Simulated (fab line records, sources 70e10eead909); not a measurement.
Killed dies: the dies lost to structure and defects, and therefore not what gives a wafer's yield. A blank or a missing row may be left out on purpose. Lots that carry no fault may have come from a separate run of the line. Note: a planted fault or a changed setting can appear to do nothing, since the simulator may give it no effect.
Comparing a struck lot with a sound one -- flow nand-harc -- 15 out of 1159 route steps
Sound: wafers L810.3, L810.5, L810.6. Struck: wafer L809.3 (L809.4, L809.6, from the same lot, were not struck and are left out); the cause is given at the end.
Each step with rows lists, per side, the tool, then ch with its chambers, then its first start. Under that, the readings that differ: sound wafers -- struck wafers -- difference of the means -- sigmas: that difference in standard deviations of wafers without a fault.
alike: readings whose means differ by less than 2 such deviations, and words and numbers that are the same on both sides. not compared: withheld readings, readings that some wafer has no value for, bounds like >300 that may hide the same value, and numbers for which the record gives no deviation and whose values overlap.
The two part at a step that has a row with sigmas, a row that says differs or no value, or rows on one side only. When numbers do not overlap yet have no deviation, they are printed without sigmas and do not part them. A reading missing from all wafers of one side parts the sides only when that side holds two or more wafers.

first, 4 steps without rows for these wafers: NHARC_A_BONDPAD_EBR_05; NHARC_A_BONDPAD_EXPOSE_06 (exposes mask A BPAD); NHARC_A_BONDPAD_PEB_07 (peb time 80 s); NHARC_A_BONDPAD_DEVELOP_08 (time 50 s).
NHARC_A_BONDPAD_CD_MEAS_09: the cd target is 500 nm.
  sound on cd-sem-01 ch 0, day 20 06:06; struck on cd-sem-03 ch 0, day 19 23:17
  alike: cd-nm
NHARC_A_BONDPAD_OVL_MEAS_35:
  sound on overlay-01, day 20 06:11; struck on overlay-01, day 19 23:22
  alike: overlay-x-nm, overlay-y-nm
then, 1 step without rows for these wafers: NHARC_A_BONDPAD_HARDBAKE_10 (time 65 s).
NHARC_A_BONDPAD_DESCUM_11: chemistry O2, time 3 s.
  sound on rie-diel-03 ch 1,2, day 20 06:19; struck on rie-diel-11 ch 2, day 19 23:31
  alike: drypump-motor-current-A, mfc-ar-sccm, oes-product-au, rf-vpp-V, showerhead-plenum-p-Torr, throttle-valve-pct
  not compared: rf-hours-counter-h
NHARC_A_BONDPAD_ETCH_34: etches the open film in N2/H2, target depth 60 nm, overetch 18 nm, time 65.91 s.
  sound on rie-diel-03 ch 0,1, day 20 06:24; struck on rie-diel-11 ch 2, day 19 23:36
  alike: drypump-motor-current-A, mfc-ar-sccm, oes-product-au, rf-vpp-V, showerhead-plenum-p-Torr, throttle-valve-pct
  not compared: rf-hours-counter-h
NHARC_A_BONDPAD_ETCH_12: etches the open film in CHF3/O2, target depth 220 nm, time 110 s.
  sound on rie-diel-03 ch 0,3; struck on rie-diel-11 ch 2
  alike: chf3-flow-sccm, drypump-motor-current-A, mfc-ar-sccm, oes-product-au, rf-vpp-V, showerhead-plenum-p-Torr, throttle-valve-pct
  not compared: rf-hours-counter-h
NHARC_A_BONDPAD_CD_MEAS_13:
  sound on cd-sem-03, day 20 06:38; struck on cd-sem-03, day 19 23:50
  alike: cd-nm
NHARC_A_BONDPAD_STRIP_15: strips in O2.
  sound on rie-diel-11 ch 1,2,3, day 20 06:44; struck on rie-diel-03 ch 3, day 19 23:53
reading,sound,struck,difference,sigmas
showerhead-plenum-p-Torr (Torr),3.28 3.27 3.30,3.71,+0.43,+3
  alike: drypump-motor-current-A, mfc-ar-sccm, oes-product-au, rf-vpp-V, throttle-valve-pct
  not compared: rf-hours-counter-h
NHARC_A_BONDPAD_ETCH_24: etches the open film in CF4/N2, target depth 30 nm, time 72.99 s.
  sound on rie-diel-11 ch 0,1, day 20 06:51; struck on rie-diel-03 ch 0, day 20 00:03
reading,sound,struck,difference,sigmas
oes-product-au (a.u.),0.986 0.999 0.989,0.779,-0.212,-28
  alike: drypump-motor-current-A, mfc-ar-sccm, rf-vpp-V, showerhead-plenum-p-Torr, throttle-valve-pct
  not compared: rf-hours-counter-h
then, 1 step without rows for these wafers: NHARC_A_BONDPAD_STRIP_16 (strips in post etch residue remover, time 600 s).
NHARC_END_SORT_01:
  sound on prober-02 ch 0, day 21 16:59; struck on prober-02 ch 0, day 21 07:28
reading,sound,struck,difference,sigmas
defect-limited-yield (%),96.9 97.3 97.0,0,-97,-65
killed-at-array,16 16 20,669,+652,+69
killed-at-periphery,4 2 0,8,+6,+3
killed-dies,21 18 20,677,+657,+66
sort_bin_2_pct (%),1.0 1.0 0.7,95.9,+95.0,+99 or more
sort_bin_3_pct (%),0.15 0.15 0,0.59,+0.49,+2
sort-n-pass,656 659 657,0,-657,-66
sort-rim-yield-pct (%),94.3 97.2 92.5,0,-95,-34
sort-yield-pct (%),96.9 97.3 97.0,0,-97,-65
  alike: killed-at-other, killed-open, killed-short, sort_bin_4_pct

## WHERE THEY PART
At NHARC_A_BONDPAD_STRIP_15 first; at NHARC_END_SORT_01 last (within this record only).

WHY: what the simulator had put in
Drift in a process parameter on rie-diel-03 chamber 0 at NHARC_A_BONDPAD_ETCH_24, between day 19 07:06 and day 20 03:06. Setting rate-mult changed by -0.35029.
